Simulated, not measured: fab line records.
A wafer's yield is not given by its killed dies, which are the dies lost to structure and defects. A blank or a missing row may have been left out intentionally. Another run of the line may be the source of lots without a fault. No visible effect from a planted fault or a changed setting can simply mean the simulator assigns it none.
fab line records	flow n5-finfet
[record] lots = 5	wafers = 15	last-day = 20
route steps=1938 shown BEOL_M4@1099 BEOL_M5@1112 TV_OPEN@1890 PASSIVATION@1936
lots that met no fault: taken from a fault-free run of the same line
start-h: the number of hours between the record's first day and the start of the first shown wafer of the lot	wait-h: hours from the lot's prior step to this one	" unchanged from the row above	L1.1+2: several wafers, shown together as one row	- either no value or no given start	* or withheld: withheld	< > ~ a bound
route shown NAME@n: NAME is a module with steps in the file, n the number in the route of the first one	usual: mean/standard deviation taken from wafers without a fault	same: alike in all rows	chamber/n: place in a boat	sites: each site's reading	_std_site: standard deviation across them	_edge_site: outer sites' mean less inner sites'	radius-mm: how far each site lies from the wafer's centre	mask NAME#n: copy n	behind: the last tool/chamber to shape the wafer	hold: why the lot went on hold/how many hours it stayed there/how the hold came to an end	device: the transistor (n, p or np) that didn't switch	end of line: the same wafers' tests at the end of the route	for a step that has no rows: nothing shown but its recipe	killed: not the wafer's yield, but the dies lost to structure and defects at the first sort	map: per-die view of a wafer (x killed, . not killed, _ where there is no die)
set.NAME: setting as actually run; set.NAME@STEP: the setting as run at that earlier step	model.NAME: the simulator's own value behind a step, which no gauge read
certain route steps with their lots: each step a table, each wafer a row
services: when a tool's chamber went out of use (start-h, in hours from the record's first day, below 0 if earlier), for how many hours, and the reason
[[steps]]
[step N5_BEOL_M4_ANNEAL_95]
[recipe] temp-c = 400	time-s = 240	ambient = vacuum
[step N5_BEOL_M4_SPUTTER_96]
[recipe] material = Cu	target-thk-a = 45	temp-c = -20	chamber-pressure-pa = 0.07	power-w = withheld	time-s = 8.29
[step N5_BEOL_M4_ECD_50]
[recipe] material = Cu	target-thk-a = 3000
[step N5_BEOL_M4_ANNEAL_51]
[recipe] temp-c = 225	time-s = 90	ambient = N2
[step N5_BEOL_M4_CMP_52]
[recipe] stop-on = SiOC	t-overpolish-s = 6.8	down-force-psi = 1	platen-rpm = 50	clearing-platen-down-force-psi = 1.5	clearing-platen-rpm = 50	post-cmp-clean = cu-alkaline	target-thk-nm = 40	clearing-platen-pad-velocity-m-s = 0.99484	pad-velocity-m-s = 0.99484
[step N5_BEOL_M4_PRE_CLEAN_60]
[recipe] gas = NH3/H2	time-s = 15	temp-c = *	rf-power-w = 300
[step N5_BEOL_M4_CO_CAP_55]
[recipe] material = Co	target-thk-a = 20	temp-c = 200	precursor = CCTBA/H2	pressure-torr = 30	time-s = 102.1
[step N5_BEOL_M4_PRE_CLEAN_56]
[recipe] gas = NH3	time-s = 15	temp-c = withheld	rf-power-w = 300
[step N5_BEOL_M4_DEP_57]
[recipe] material = SiCN	target-thk-a = 80	temp-c = withheld	precursor = 3MS/NH3	pressure-torr = 3	rf-w = 202	time-s = 14
[step N5_BEOL_M4_RC_MEAS_101]
[usual] DIBL_N = 36.0/1.3	DIBL_P = 36.2/1.7	IOFF_N = 0.155/0.024	IOFF_P = 0.21/0.034	ION_N = 674/9	ION_P = 463/7.1	SS_N = 71.4/0.5	SS_P = 73.4/0.57	VT_N = 250.0/2.8	VT_P = -251/3.2
lot.wafer	tool	chamber	start-h	wait-h	DIBL_N[mV/V]	DIBL_P[mV/V]	IOFF_N[nA/um]	IOFF_P[nA/um]	ION_N[uA/um]	ION_P[uA/um]	SS_N[mV/dec]	SS_P[mV/dec]	VT_N[mV]	VT_P[mV]
L748.2	prober-01	0	250.05	0.2	37.1	36.4	0.164	0.20	674	463	71.1	73.7	249.3	-253
L748.3	"	0	"	"	35.7	34.8	0.144	0.18	673	459	71.2	72.7	251.6	-251
L748.5	"	0	"	"	36.7	35.7	0.161	0.19	676	462	70.8	72.8	250.7	-252
L761.1	prober-02	0	311.79	0.0	36.7	35.0	0.160	0.23	675	472	71.5	72.8	249.3	-244
L761.3	"	0	"	"	37.4	36.1	0.168	0.27	673	472	71.9	73.6	245.3	-244
L761.6	"	0	"	"	36.5	34.8	0.149	0.23	674	468	71.8	72.9	249.9	-248
L759.1	prober-01	0	314.91	0.0	37.1	38.4	0.193	0.27	678	475	71.6	73.7	247.1	-246
L759.2	"	0	"	"	35.7	36.5	0.167	0.25	684	475	71.8	73.3	246.7	-246
L759.5	"	0	"	"	35.7	36.7	0.166	0.24	673	468	71.3	73.4	247.9	-245
L762.1	prober-02	0	319.29	0.0	37.3	37.1	0.169	0.23	672	459	71.8	74.4	251.9	-253
L762.3	"	0	"	"	35.7	34.6	0.131	0.18	661	455	71.0	73.5	254.8	-254
L762.6	"	0	"	"	36.5	36.2	0.151	0.21	664	458	71.8	73.7	250.4	-250
L766.3	prober-01	0	369.74	0.3	36.5	37.8	0.169	0.22	677	467	72.0	73.8	246.4	-251
L766.4	"	0	"	"	36.6	38.2	0.188	0.24	689	471	72.0	73.6	246.5	-249
L766.5	"	0	"	"	36.4	37.4	0.172	0.22	679	462	71.7	73.4	246.8	-250
[step N5_BEOL_M5_ILD_DEP_00]
[recipe] material = SiCOH_lowk	target-thk-a = 1406.4	temp-c = 300	precursor = DEMS/porogen	pressure-torr = 5	rf-w = 500	time-s = 25.9
[step N5_BEOL_M5_CURE_79]
[recipe] temp-c = 385	time-s = 240	ambient = He/Ar	material = SiCOH_lowk
[step N5_BEOL_M5_PECVD_70]
[recipe] material = SiO2	target-thk-a = 160	temp-c = 400	precursor = TEOS/O2	pressure-torr = 5.5	rf-w = 450	teos-flow-sccm = 53.8	gas = O2	flow-sccm = 3000	time-s = 18
[step N5_BEOL_M5_HM_DEP_02]
[recipe] material = TiN	target-thk-a = 200	temp-c = 25	chamber-pressure-pa = 0.49996
[step N5_BEOL_M5_COAT_59]
[recipe] resist = SOC	temp-c = 250	time-s = 60	spin-rpm = 1500	resist-thk-nm = 60
[step N5_BEOL_M5_COAT_60]
[recipe] resist = SiARC	temp-c = 220	time-s = 60	spin-rpm = 1500	resist-thk-nm = 12
[step N5_BEOL_M5_COAT_71]
[recipe] resist = underlayer	temp-c = 205	time-s = 60	spin-rpm = 1500	resist-thk-nm = 5
[step N5_BEOL_M5_COAT_05]
[recipe] resist = CAR-EUV	spin-rpm = 1500	resist-thk-nm = 30
[step N5_BEOL_M5_EBR_07]
[recipe] solvent = PGMEA	ebr-width-mm = 1.5
[step N5_BEOL_M5_SOFTBAKE_06]
[recipe] temp-c = 110	time-s = 60	resist = CAR-EUV
[step N5_BEOL_M5_EXPOSE_08]
[recipe] mask-id = M5	na = 0.33	source-shape = annular	sigma-inner = 0.4	sigma-outer = 0.8	polarization = unpolarized	target-cd-nm = 28	dose-mj = 35.75
[step N5_BEOL_M5_PEB_09]
[recipe] peb-temp-c = 100	peb-time-s = 60	resist = CAR-EUV
[step N5_BEOL_M5_DEVELOP_10]
[recipe] develop-time-s = 30	developer = TMAH	resist = CAR-EUV	rinse-liquid = surfactant-rinse	dry = air-spin	dev-temp-c = 23
[step N5_BEOL_M5_DESCUM_16]
[recipe] chemistry = O2	time-s = 7	source-power-w = 50	bias-power-w = 20	pressure-mtorr = 20	rf-frequency-hz = 2.712e+07	temp-c = 40	resist = CAR-EUV	o2-flow-sccm = 225
[step N5_BEOL_M5_ETCH_72]
[recipe] chemistry = N2/H2	target = underlayer	target-depth-a = 65	mask-material = CAR-EUV	time-s = 5.2	ion-energy-ev = 200	pressure-mtorr = 30	source-w = 840	bias-w = 150	n2-flow-sccm = 200	h2-flow-sccm = 200	ends = cleared
[step N5_BEOL_M5_ETCH_61]
[recipe] chemistry = CF4	target = SiARC	target-depth-a = 156	mask-material = CAR-EUV	time-s = 26	ion-energy-ev = 80	pressure-mtorr = 40	source-w = 545	bias-w = 36	Ar_flow_sccm = 100	cf4-flow-sccm = 100	ends = cleared
[step N5_BEOL_M5_ETCH_62]
[recipe] chemistry = N2/H2	target = SOC	target-depth-a = 750	overetch-a = 150	mask-material = SiARC	temp-c = 40	time-s = 112.5	ion-energy-ev = 200	pressure-mtorr = 30	source-w = 840	bias-w = 150	n2-flow-sccm = 200	h2-flow-sccm = 200
[step N5_BEOL_M5_STRIP_63]
[recipe] chemistry = N2/H2	temp-c = 40	n2-flow-sccm = 200	h2-flow-sccm = 200	rf-frequency-hz = 6e+07
[step N5_BEOL_M5_STRIP_73]
[recipe] chemistry = N2/H2	temp-c = 40	n2-flow-sccm = 200	h2-flow-sccm = 200	rf-frequency-hz = 6e+07
[step N5_BEOL_M5_STRIP_64]
[recipe] chemistry = CF4	resist = SiARC	power-w = 300	bias-power-w = 75	pressure-mtorr = 50	cf4-flow-sccm = 150	rf-frequency-hz = 6e+07
[step N5_BEOL_M5_HM_OPEN_17]
[recipe] chemistry = Cl2/BCl3	target-depth-a = 200	overetch-a = 60	target = TiN	mask-material = SOC	ion-energy-ev = 150	pressure-mtorr = 10	icp-w = 1000	bias-w = 126	Cl2_flow_sccm = 53.25	bcl3-flow-sccm = 21.75	Ar_flow_sccm = 25
[step N5_BEOL_M5_STRIP_19]
[recipe] chemistry = O2	power-w = 400	temp-c = 40	pressure-mtorr = 30	rf-frequency-hz = 6e+07	bias-power-w = 0	overash-fraction = 0.2	o2-flow-sccm = 225
[step N5_BEOL_M5_COAT_65]
[recipe] resist = SOC	temp-c = 250	time-s = 60	spin-rpm = 1500	resist-thk-nm = 60
[step N5_BEOL_M5_COAT_66]
[recipe] resist = SiARC	temp-c = 220	time-s = 60	spin-rpm = 1500	resist-thk-nm = 12
[step N5_PASSIVATION_ETCH_15]
[recipe] chemistry = CF4/N2	target = SiCN	target-depth-a = 750	taper-deg = 2	time-s = 81.2	ion-energy-ev = 150	mask-material = SiNx	pressure-mtorr = 40	source-w = 430	bias-w = 70	Ar_flow_sccm = 100	cf4-flow-sccm = 60	n2-flow-sccm = 60
[usual] bias-w = 70.00/0.19	cf4-flow-sccm = 59.99/0.18	drypump-motor-current-A = 5.8/0.56	n2-flow-sccm = 60.02/0.19	oes-product-au = 0.78/0.078	rf-vpp-V = 382.0/1.7	showerhead-plenum-p-Torr = 2.20/0.068	throttle-valve-pct = 15.53/0.19
lot.wafer	tool	chamber	start-h	wait-h	bias-w	cf4-flow-sccm	drypump-motor-current-A	n2-flow-sccm	oes-product-au	rf-hours-counter-h	rf-vpp-V	showerhead-plenum-p-Torr	throttle-valve-pct
L748.2	rie-diel-03	1	340.55	-	70.06	60.00	6.1	60.04	0.71	193	380.1	2.10	15.18
L748.3	"	2	"	"	70.23	60.01	5.0	59.76	0.72	188	383.1	2.28	15.59
L748.5	"	1	"	"	70.20	59.94	6.1	59.69	0.71	-	379.6	2.10	15.20
L761.1	rie-diel-03	1	418.82	-	-	-	-	-	-	-	-	-	-
L761.3	"	0	"	"	-	-	-	-	-	-	-	-	-
L761.6	"	0	"	"	-	-	-	-	-	-	-	-	-
L762.1	rie-diel-01	1	418.96	-	-	-	-	-	-	-	-	-	-
L762.3	"	0	"	"	-	-	-	-	-	-	-	-	-
L762.6	"	1	"	"	-	-	-	-	-	-	-	-	-
L759.1	rie-diel-03	1	419.37	-	-	-	-	-	-	-	-	-	-
L759.2	"	0	"	"	-	-	-	-	-	-	-	-	-
L759.5	"	3	"	"	-	-	-	-	-	-	-	-	-
L766.3	rie-diel-06	3	471.20	-	70.02	60.32	5.2	59.98	0.74	140	382.2	2.20	15.75
L766.4	"	1	"	"	69.72	59.74	5.2	60.08	0.84	68	383.6	2.23	15.29
L766.5	"	1	"	"	69.82	59.72	5.2	60.12	0.84	-	382.0	2.23	15.30
[step N5_PASSIVATION_PROBE_49]
[usual] defect-limited-yield = 90.8/1.7	killed_at_M0_to_M3 = 37/12	killed_at_M4_up = 15/5.6	killed-at-contacts = 13/6.9	killed-at-front-end = 40/11	killed-at-other = 4/3.2	killed-dies = 109/20	killed-on-rim = 14/4.3	killed-open = 73/15	killed-short = 35/8.3	sort_bin_5_function = 5.4/1.1	sort_bin_6_memory = 3.5/0.73	sort-n-pass = 1071/20	sort-yield-pct = 90.8/1.7
[same] gross-dies = 1180	killed-at-back-side = 0	sort_bin_4_leakage[%] = 0	sort_bin_8_speed[%] = 0
lot.wafer	tool	chamber	start-h	wait-h	defect-limited-yield[%]	killed_at_M0_to_M3	killed_at_M4_up	killed-at-contacts	killed-at-front-end	killed-at-other	killed-dies	killed-on-rim	killed-open	killed-short	sort_bin_5_function[%]	sort_bin_6_memory[%]	sort-n-pass	sort-yield-pct[%]
L761.1	prober-02	-	424.87	0.0	0	21	13	7	55	1084	1180	152	68	29	97.2	2.5	0	0
L761.3	prober-02	-	424.97	0.1	0	32	26	11	34	1077	1180	152	69	35	97.1	2.5	0	0
L761.6	prober-02	-	425.12	0.3	0	32	13	4	44	1087	1180	152	59	34	96.6	2.8	0	0
L762.1	prober-01	-	425.88	0.0	0	38	16	21	35	1070	1180	152	64	45	96.0	3.3	0	0
L762.3	prober-01	-	425.98	0.1	0	33	6	11	35	1095	1180	152	56	30	96.9	2.6	0	0
L762.6	prober-01	-	426.13	0.3	0	42	10	26	28	1074	1180	152	77	40	95.8	3.8	0	0
L759.1	prober-02	-	426.85	0.0	0	34	12	25	37	1072	1180	152	73	31	96.4	3.5	0	0
L759.2	prober-02	-	426.90	0.1	0	37	13	13	44	1073	1180	152	65	41	96.4	3.4	0	0
L759.5	prober-02	-	427.05	0.2	0	36	18	29	38	1059	1180	152	95	24	96.0	3.6	0	0
// killed by level:class
L761.1 TV_OPEN:area-etch=1082 STI_FIN_REVEAL:geometric-particle:open=24 MOL_CONTACT_COAG:geometric-particle:open=7 BEOL_M4:geometric-particle:open=7 GATE_CUT:geometric-particle:open=6 FIN_SAQP:geometric-particle:short=5 STI_FIN_REVEAL:geometric-particle:short=4 BEOL_M1:geometric-particle:short=4
L761.3 TV_OPEN:area-etch=1072 BEOL_M4:geometric-particle:open=13 MOL_CONTACT_COAG:geometric-particle:open=10 BEOL_M0_SAQP:geometric-particle:open=8 BEOL_M3:geometric-particle:open=7 BEOL_M4:geometric-particle:short=7 BEOL_M0_SAQP:geometric-particle:short=6 BEOL_M2:geometric-particle:open=6
L761.6 TV_OPEN:area-etch=1086 STI_FIN_REVEAL:geometric-particle:open=15 BEOL_M0_SAQP:geometric-particle:short=8 BEOL_M0_SAQP:geometric-particle:open=8 BEOL_M1:geometric-particle:open=7 BEOL_M2:geometric-particle:open=6 FIN_SAQP:geometric-particle:open=5 BEOL_M4:geometric-particle:short=4
L762.1 TV_OPEN:area-etch=1070 MOL_CONTACT_COAG:geometric-particle:open=16 BEOL_M1:geometric-particle:open=8 BEOL_M2:geometric-particle:short=8 BEOL_M0_SAQP:geometric-particle:short=7 STARTING-WAFER:geometric-particle:short=7 STI_FIN_REVEAL:geometric-particle:open=6 BEOL_M3:geometric-particle:open=6
L762.3 TV_OPEN:area-etch=1094 MOL_CONTACT_COAG:geometric-particle:open=10 FIN_SAQP:geometric-particle:short=9 BEOL_M0_SAQP:geometric-particle:open=9 FIN_SAQP:geometric-particle:open=7 BEOL_M2:geometric-particle:short=6 BEOL_M3:geometric-particle:open=6 BEOL_M2:geometric-particle:open=5
L762.6 TV_OPEN:area-etch=1061 MOL_CONTACT_COAG:geometric-particle:open=18 BEOL_M2:geometric-particle:open=17 FIN_SAQP:geometric-particle:short=9 MOL_CONTACT_COAG:geometric-particle:short=8 FIN_SAQP:geometric-particle:open=6 BEOL_M2:geometric-particle:short=6 BEOL_M0_SAQP:geometric-particle:short=5
L759.1 TV_OPEN:area-etch=1072 MOL_CONTACT_COAG:geometric-particle:open=22 BEOL_M0_SAQP:geometric-particle:open=8 BEOL_M2:geometric-particle:open=7 BEOL_M0_SAQP:geometric-particle:short=7 BEOL_M1:geometric-particle:open=7 FIN_SAQP:geometric-particle:short=6 GATE_CUT:geometric-particle:short=6
L759.2 TV_OPEN:area-etch=1072 FIN_SAQP:geometric-particle:short=15 BEOL_M2:geometric-particle:open=14 STI_FIN_REVEAL:geometric-particle:open=10 MOL_CONTACT_COAG:geometric-particle:open=10 BEOL_M0_SAQP:geometric-particle:short=8 BEOL_M0_SAQP:geometric-particle:open=8 FIN_SAQP:geometric-particle:open=4
L759.5 TV_OPEN:area-etch=1059 MOL_CONTACT_COAG:geometric-particle:open=25 BEOL_M2:geometric-particle:open=12 STI_FIN_REVEAL:geometric-particle:open=10 BEOL_M0_SAQP:geometric-particle:open=7 GATE_CUT:geometric-particle:short=6 BEOL_M1:geometric-particle:open=6 BEOL_M4:geometric-particle:open=6
// map L759.1 (x killed, . not)
_________________xxxxxxxxxxxx________________
______________xxxxxxxxxxxxxxxxxx_____________
___________xxxxxxxxxxxxxxxxxxxxxxxx__________
__________xxxxxxxxxxxxxxxxxxxxxxxxxx_________
________xxxxxxxxxxxxxxxxxxxxxxxxxxxxxx_______
_______xxxxxxxxxxxxxxxxxxxxxxxxxxxxxxxx______
______xxxxxxxxxxxxxxxxxxxxxxxxxxxxxxxxxx_____
_____xxxxxxxxxxxxxxxxxxxxxxxxxxxxxxxxxxxx____
____xxxxxxxxxxxxxxxxxxxxxxxxxxxxxxxxxxxxxx___
___xxxxxxxxxxxxxxxxxxxxxxxxxxxxxxxxxxxxxxxx__
___xxxxxxxxxxxxxxxxxxxxxxxxxxxxxxxxxxxxxxxx__
__xxxxxxxxxxxxxxxxxxxxxxxxxxxxxxxxxxxxxxxxxx_
__xxxxxxxxxxxxxxxxxxxxxxxxxxxxxxxxxxxxxxxxxx_
_xxxxxxxxxxxxxxxxxxxxxxxxxxxxxxxxxxxxxxxxxxxx
_xxxxxxxxxxxxxxxxxxxxxxxxxxxxxxxxxxxxxxxxxxxx
_xxxxxxxxxxxxxxxxxxxxxxxxxxxxxxxxxxxxxxxxxxxx
_xxxxxxxxxxxxxxxxxxxxxxxxxxxxxxxxxxxxxxxxxxxx
_xxxxxxxxxxxxxxxxxxxxxxxxxxxxxxxxxxxxxxxxxxxx
_xxxxxxxxxxxxxxxxxxxxxxxxxxxxxxxxxxxxxxxxxxxx
_xxxxxxxxxxxxxxxxxxxxxxxxxxxxxxxxxxxxxxxxxxxx
_xxxxxxxxxxxxxxxxxxxxxxxxxxxxxxxxxxxxxxxxxxxx
__xxxxxxxxxxxxxxxxxxxxxxxxxxxxxxxxxxxxxxxxxx_
__xxxxxxxxxxxxxxxxxxxxxxxxxxxxxxxxxxxxxxxxxx_
___xxxxxxxxxxxxxxxxxxxxxxxxxxxxxxxxxxxxxxxx__
___xxxxxxxxxxxxxxxxxxxxxxxxxxxxxxxxxxxxxxxx__
____xxxxxxxxxxxxxxxxxxxxxxxxxxxxxxxxxxxxxx___
_____xxxxxxxxxxxxxxxxxxxxxxxxxxxxxxxxxxxx____
______xxxxxxxxxxxxxxxxxxxxxxxxxxxxxxxxxx_____
_______xxxxxxxxxxxxxxxxxxxxxxxxxxxxxxxx______
________xxxxxxxxxxxxxxxxxxxxxxxxxxxxxx_______
__________xxxxxxxxxxxxxxxxxxxxxxxxxx_________
___________xxxxxxxxxxxxxxxxxxxxxxxx__________
______________xxxxxxxxxxxxxxxxxx_____________
_________________xxxxxxxxxxxx________________
// map L761.1 (x killed, . not)
_________________xxxxxxxxxxxx________________
______________xxxxxxxxxxxxxxxxxx_____________
___________xxxxxxxxxxxxxxxxxxxxxxxx__________
__________xxxxxxxxxxxxxxxxxxxxxxxxxx_________
________xxxxxxxxxxxxxxxxxxxxxxxxxxxxxx_______
_______xxxxxxxxxxxxxxxxxxxxxxxxxxxxxxxx______
______xxxxxxxxxxxxxxxxxxxxxxxxxxxxxxxxxx_____
_____xxxxxxxxxxxxxxxxxxxxxxxxxxxxxxxxxxxx____
____xxxxxxxxxxxxxxxxxxxxxxxxxxxxxxxxxxxxxx___
___xxxxxxxxxxxxxxxxxxxxxxxxxxxxxxxxxxxxxxxx__
___xxxxxxxxxxxxxxxxxxxxxxxxxxxxxxxxxxxxxxxx__
__xxxxxxxxxxxxxxxxxxxxxxxxxxxxxxxxxxxxxxxxxx_
__xxxxxxxxxxxxxxxxxxxxxxxxxxxxxxxxxxxxxxxxxx_
_xxxxxxxxxxxxxxxxxxxxxxxxxxxxxxxxxxxxxxxxxxxx
_xxxxxxxxxxxxxxxxxxxxxxxxxxxxxxxxxxxxxxxxxxxx
_xxxxxxxxxxxxxxxxxxxxxxxxxxxxxxxxxxxxxxxxxxxx
_xxxxxxxxxxxxxxxxxxxxxxxxxxxxxxxxxxxxxxxxxxxx
_xxxxxxxxxxxxxxxxxxxxxxxxxxxxxxxxxxxxxxxxxxxx
_xxxxxxxxxxxxxxxxxxxxxxxxxxxxxxxxxxxxxxxxxxxx
_xxxxxxxxxxxxxxxxxxxxxxxxxxxxxxxxxxxxxxxxxxxx
_xxxxxxxxxxxxxxxxxxxxxxxxxxxxxxxxxxxxxxxxxxxx
__xxxxxxxxxxxxxxxxxxxxxxxxxxxxxxxxxxxxxxxxxx_
__xxxxxxxxxxxxxxxxxxxxxxxxxxxxxxxxxxxxxxxxxx_
___xxxxxxxxxxxxxxxxxxxxxxxxxxxxxxxxxxxxxxxx__
___xxxxxxxxxxxxxxxxxxxxxxxxxxxxxxxxxxxxxxxx__
____xxxxxxxxxxxxxxxxxxxxxxxxxxxxxxxxxxxxxx___
_____xxxxxxxxxxxxxxxxxxxxxxxxxxxxxxxxxxxx____
______xxxxxxxxxxxxxxxxxxxxxxxxxxxxxxxxxx_____
_______xxxxxxxxxxxxxxxxxxxxxxxxxxxxxxxx______
________xxxxxxxxxxxxxxxxxxxxxxxxxxxxxx_______
__________xxxxxxxxxxxxxxxxxxxxxxxxxx_________
___________xxxxxxxxxxxxxxxxxxxxxxxx__________
______________xxxxxxxxxxxxxxxxxx_____________
_________________xxxxxxxxxxxx________________
[[services]]
tool	chamber	start-h	hours	kind
rie-diel-03	0	385.10	-	clean
rie-diel-03	0	385.10	-	consumable-replace:focus-ring
rie-diel-03	0	385.10	14.8	scheduled-down
rie-diel-03	0	385.10	14.8	vent-cycle
rie-diel-03	-	403.77	0.4	repair
rie-diel-06	1	422.60	4.8	repair
rie-diel-06	3	441.09	5.5	repair
[[key]]
[first-sign] step = N5_PASSIVATION_ETCH_15	reading = tool-record	direction = missing
[effect] step = N5_PASSIVATION_PROBE_49	reading = killed-at-other	direction = up	sigmas = 99+	usual = 4	struck = 1077
[more-kills-born-at] N5_PASSIVATION_ETCH_15@rie-diel-03 = 6443	N5_PASSIVATION_ETCH_15@rie-diel-01 = 3223
met-at N5_PASSIVATION_ETCH_15
struck-wafers L759.1,L759.2,L759.5,L761.1,L761.3,L761.6,L762.1,L762.3,L762.6
later-rows-left-out L759.1,L759.2,L759.5,L761.1,L761.3,L761.6,L762.1,L762.3,L762.6
onset-between 340.55 418.82
[fault] kind = skipped-step-whole	tool = rie-diel-01,rie-diel-03	chamber = -	onset-h = 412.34	steps = N5_PASSIVATION_ETCH_15	scope = struck-lots-only
// later-rows-left-out: the simulator's readings of these wafers behind a module that went badly wrong aren't trusted and aren't shown, but for the sort
